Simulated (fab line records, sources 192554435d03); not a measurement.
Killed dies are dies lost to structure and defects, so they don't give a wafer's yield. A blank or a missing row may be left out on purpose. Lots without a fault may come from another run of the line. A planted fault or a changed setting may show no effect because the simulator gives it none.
Which tool did it? | flow n5_finfet | 24 lots, 72 wafers sampled, at 5 steps of a route of 1938

WHAT THE GAUGES READ, wafer by wafer
N5_BEOL_M13_RS_MEAS_54: measures by four-point-probe.
lot  | measured     | on            | M13_RS (ohm/sq)
L074 | day 12 09:30 | film_metro-02 | 0.0453 0.0448 0.0437
L075 | day 13 02:32 | film_metro-01 | 0.0461 0.0443 0.0443
L078 | day 13 09:49 | film_metro-01 | 0.0433 0.0451 0.0449
L076 | day 13 17:17 | film_metro-02 | 0.0447 0.0446 0.0443
L077 | day 13 19:14 | film_metro-02 | 0.0439 0.0455 0.0455
L079 | day 14 08:16 | film_metro-02 | 0.0451 0.0455 0.0450
L083 | day 14 10:10 | film_metro-01 | 0.0454 0.0458 0.0454
L082 | day 14 12:48 | film_metro-01 | 0.0465 0.0454 0.0461
L080 | day 14 21:40 | film_metro-01 | 0.0444 0.0450 0.0445
L084 | day 15 11:26 | film_metro-01 | 0.0442 0.0457 0.0461
L081 | day 15 13:59 | film_metro-02 | 0.0458 0.0459 0.0445
L085 | day 15 17:22 | film_metro-01 | 0.0451 0.0449 0.0447
L088 | day 16 04:11 | film_metro-02 | 0.0452 0.0461 0.0451
L087 | day 16 09:26 | film_metro-01 | 0.0441 0.0456 0.0454
L089 | day 16 14:44 | film_metro-02 | 0.0451 0.0462 0.0458
L086 | day 16 18:53 | film_metro-02 | 0.0456 0.0456 0.0442
L091 | day 16 19:40 | film_metro-02 | 0.0458 0.0446 0.0450
L093 | day 17 19:12 | film_metro-01 | 0.0452 0.0451 0.0465
L092 | day 18 00:14 | film_metro-01 | 0.0456 0.0458 0.0452
L094 | day 18 14:02 | film_metro-02 | 0.0456 0.0446 0.0449
L090 | day 18 20:02 | film_metro-01 | 0.0446 0.0447 0.0442
L096 | day 19 17:28 | film_metro-01 | 0.0451 0.0460 0.0459
L097 | day 19 17:53 | film_metro-01 | 0.0456 0.0461 0.0452
L095 | day 20 02:08 | film_metro-02 | 0.0435 0.0452 0.0451

N5_BEOL_M13_INSPECT_55: inspects for defects (darkfield).
lot  | measured     | on                | raw_defect_count
L074 | day 12 09:31 | defect_inspect-02 | 93 91 77
L075 | day 13 02:34 | defect_inspect-02 | 77 34 59
L078 | day 13 09:50 | defect_inspect-01 | 42 43 36
L076 | day 13 17:19 | defect_inspect-01 | 60 47 38
L077 | day 13 19:15 | defect_inspect-01 | 73 57 29
L079 | day 14 08:17 | defect_inspect-02 | 141 51 128
L083 | day 14 10:11 | defect_inspect-01 | 105 114 77
L082 | day 14 12:50 | defect_inspect-02 | 100 96 104
L080 | day 14 21:42 | defect_inspect-01 | 66 87 85
L084 | day 15 11:28 | defect_inspect-01 | 125 69 119
L081 | day 15 14:00 | defect_inspect-02 | 93 72 103
L085 | day 15 17:24 | defect_inspect-01 | 80 123 55
L088 | day 16 04:13 | defect_inspect-02 | 63 46 49
L087 | day 16 09:27 | defect_inspect-01 | 64 55 87
L089 | day 16 14:46 | defect_inspect-01 | 60 70 85
L086 | day 16 18:55 | defect_inspect-02 | 71 40 50
L091 | day 16 19:41 | defect_inspect-01 | 64 62 34
L093 | day 17 19:14 | defect_inspect-01 | 63 55 41
L092 | day 18 00:16 | defect_inspect-01 | 70 109 79
L094 | day 18 14:04 | defect_inspect-01 | 38 41 31
L090 | day 18 20:04 | defect_inspect-01 | 102 48 49
L096 | day 19 17:29 | defect_inspect-01 | 75 55 64
L097 | day 19 17:55 | defect_inspect-02 | 98 95 101
L095 | day 20 02:10 | defect_inspect-02 | 45 50 47

N5_BEOL_M14_INSPECT_12: inspects for defects (macro).
lot  | measured     | on                | raw_defect_count
L074 | day 12 10:14 | defect_inspect-02 | 1 2 2
L075 | day 13 03:08 | defect_inspect-02 | 1 2 2
L078 | day 13 10:28 | defect_inspect-01 | 3 2 2
L076 | day 13 18:01 | defect_inspect-02 | 2 1 3
L077 | day 13 20:03 | defect_inspect-01 | 0 1 2
L079 | day 14 09:00 | defect_inspect-02 | 1 1 4
L083 | day 14 10:47 | defect_inspect-01 | 3 5 2
L082 | day 14 13:29 | defect_inspect-01 | 1 3 3
L080 | day 14 22:17 | defect_inspect-02 | 2 5 4
L084 | day 15 12:04 | defect_inspect-01 | 2 0 4
L081 | day 15 14:43 | defect_inspect-02 | 0 4 2
L085 | day 15 17:59 | defect_inspect-01 | 2 4 3
L088 | day 16 04:55 | defect_inspect-01 | 1 2 3
L087 | day 16 10:14 | defect_inspect-01 | 3 2 1
L089 | day 16 15:21 | defect_inspect-02 | 3 0 7
L086 | day 16 19:38 | defect_inspect-01 | 3 1 2
L091 | day 16 20:17 | defect_inspect-01 | 1 3 6
L093 | day 17 20:01 | defect_inspect-02 | 2 3 5
L092 | day 18 00:52 | defect_inspect-01 | 0 2 2
L094 | day 18 14:39 | defect_inspect-02 | 2 2 3
L090 | day 18 20:46 | defect_inspect-02 | 2 1 2
L096 | day 19 18:04 | defect_inspect-01 | 2 3 0
L097 | day 19 18:33 | defect_inspect-02 | 4 3 1
L095 | day 20 02:45 | defect_inspect-02 | 2 1 2

N5_BEOL_M14_THK_MEAS_50: measures by xrf.
lot  | measured     | on            | M14_THK (nm)
L074 | day 12 14:10 | film_metro-01 | 557 595 598
L075 | day 13 10:01 | film_metro-01 | 534 551 538
L078 | day 13 16:10 | film_metro-01 | 585 546 584
L076 | day 14 02:30 | film_metro-02 | 523 551 570
L077 | day 14 03:40 | film_metro-01 | 575 559 578
L079 | day 14 13:35 | film_metro-02 | 542 559 556
L083 | day 14 15:14 | film_metro-02 | 562 563 569
L082 | day 14 18:19 | film_metro-02 | 537 541 569
L080 | day 15 03:28 | film_metro-01 | 528 536 573
L084 | day 15 17:01 | film_metro-01 | 549 574 550
L081 | day 15 20:41 | film_metro-02 | 578 566 567
L085 | day 16 00:26 | film_metro-02 | 553 571 571
L088 | day 16 09:49 | film_metro-01 | 579 559 584
L087 | day 16 13:56 | film_metro-02 | 543 569 526
L089 | day 16 18:38 | film_metro-01 | 546 536 542
L086 | day 17 01:52 | film_metro-02 | 571 528 563
L091 | day 17 02:08 | film_metro-01 | 557 556 579
L093 | day 17 23:44 | film_metro-01 | 572 578 564
L092 | day 18 08:11 | film_metro-01 | 584 583 581
L094 | day 18 19:32 | film_metro-02 | 560 563 552
L090 | day 19 16:28 | film_metro-02 | 511 553 557
L096 | day 19 23:37 | film_metro-02 | 561 558 561
L097 | day 19 22:52 | film_metro-01 | 559 573 561
L095 | day 20 10:04 | film_metro-01 | 574 556 575

WHICH TOOL RAN EACH LOT (tool, then ch and the chambers of the sampled wafers, then the start)
lot  | N5_BEOL_M14_DESCUM_33
L074 | rie_diel-04 ch 1,3, day 12 11:54
L075 | rie_diel-01 ch 1,2,3, day 13 04:16
L078 | rie_diel-04 ch 0,2, day 13 11:31
L076 | rie_diel-01 ch 0,1,2, day 13 19:03
L077 | rie_diel-05 ch 2,3, day 13 20:56
L079 | rie_diel-05 ch 0,1, day 14 10:34
L083 | rie_diel-05 ch 1,2, day 14 11:40
L082 | rie_diel-01 ch 0,3, day 14 14:30
L080 | rie_diel-01 ch 0,1,3, day 14 23:39
L084 | rie_diel-04 ch 1,3, day 15 13:04
L081 | rie_diel-05 ch 1,3, day 15 15:51
L085 | rie_diel-05 ch 1,3, day 15 18:55
L088 | rie_diel-05 ch 2,3, day 16 06:43
L087 | rie_diel-01 ch 1,2,3, day 16 11:08
L089 | rie_diel-01 ch 1,3, day 16 16:14
L086 | rie_diel-04 ch 0,2,3, day 16 20:38
L091 | rie_diel-05 ch 0,1,3, day 16 21:10
L093 | rie_diel-01 ch 0,2, day 17 20:55
L092 | rie_diel-04 ch 2,3, day 18 01:44
L094 | rie_diel-04 ch 1,2, day 18 15:40
L090 | rie_diel-01 ch 1,2, day 18 21:39
L096 | rie_diel-05 ch 0,1,2, day 19 18:58
L097 | rie_diel-04 ch 1,2, day 19 19:26
L095 | rie_diel-05 ch 2,3, day 20 04:14
- N5_BEOL_M14_DESCUM_33: chemistry O2, time 7.9 s.

WHAT THE TOOLS THEMSELVES READ (means of the sampled wafers that have a number; where no wafer has one, the mark that the record gives instead)
N5_BEOL_M14_DESCUM_33.
lot  | tool        | drypump_motor_current_A (A) | oes_product_au (a.u.) | rf_vpp_V (V) | showerhead_plenum_p_Torr (Torr) | throttle_valve_pct (%)
L074 | rie_diel-04 | 5.7                         | 0.73                  | 241.3        | 2.01                            | 20.65
L075 | rie_diel-01 | 5.3                         | 0.72                  | 242.5        | 2.08                            | 20.52
L078 | rie_diel-04 | 5.7                         | 0.81                  | 243.2        | 2.11                            | 20.40
L076 | rie_diel-01 | 5.7                         | 0.78                  | 243.9        | 2.13                            | 20.40
L077 | rie_diel-05 | 5.4                         | 0.95                  | 245.6        | 2.20                            | 20.04
L079 | rie_diel-05 | 5.8                         | 0.72                  | 243.1        | 2.04                            | 20.65
L083 | rie_diel-05 | 5.6                         | 0.86                  | 243.2        | 2.11                            | 20.38
L082 | rie_diel-01 | 5.5                         | 0.78                  | 241.0        | 2.06                            | 20.61
L080 | rie_diel-01 | 5.7                         | 0.79                  | 244.0        | 2.11                            | 20.45
L084 | rie_diel-04 | 5.9                         | 0.69                  | 241.2        | 1.99                            | 20.71
L081 | rie_diel-05 | 6.0                         | 0.79                  | 242.9        | 2.13                            | 20.62
L085 | rie_diel-05 | 5.7                         | 0.86                  | 245.0        | 2.18                            | 20.34
L088 | rie_diel-05 | 5.3                         | 0.90                  | 243.5        | 2.15                            | 20.12
L087 | rie_diel-01 | 5.3                         | 0.81                  | 242.5        | 2.07                            | 20.40
L089 | rie_diel-01 | 5.3                         | 0.70                  | 242.1        | 2.06                            | 20.59
L086 | rie_diel-04 | 5.6                         | 0.75                  | 242.7        | 2.07                            | 20.51
L091 | rie_diel-05 | 5.6                         | 0.85                  | 244.0        | 2.17                            | 20.29
L093 | rie_diel-01 | 5.9                         | 0.89                  | 243.6        | 2.12                            | 20.35
L092 | rie_diel-04 | 5.6                         | 0.76                  | 241.9        | 2.06                            | 20.60
L094 | rie_diel-04 | 5.9                         | 0.91                  | 244.8        | 2.19                            | 20.48
L090 | rie_diel-01 | 5.3                         | 0.85                  | 242.6        | 2.08                            | 20.25
L096 | rie_diel-05 | 5.5                         | 0.82                  | 243.5        | 2.12                            | 20.36
L097 | rie_diel-04 | 5.9                         | 0.89                  | 244.1        | 2.18                            | 20.49
L095 | rie_diel-05 | 5.4                         | 0.86                  | 244.1        | 2.18                            | 20.13

THE ANSWER, worked out from the rows above alone
Rule: what is usual is taken from the lots themselves. Put in order of their means at a reading, lots are off if they are a third of the lots or fewer, leave a main group of 4 or more, and stand apart from it by a gap of 3 or more times the standard deviation of the main group's means; of several such gaps the widest counts. A main group whose means are all the same, to the digits that the tables above print for the reading, isn't used. A lot without any number at a reading at which 4 lots or more have one is off too. The other lots that the step has rows for count as sound. The gauges are gone through in route order, then the tools' own readings, and for those a lot's mean is taken as printed above. The first step at which some lot is off is used, and at that step the reading that is off furthest; a lot without a number counts as furthest.
No lot is off at any reading shown: from this, nothing can be told.

WHAT THE SIMULATOR HAD PUT IN
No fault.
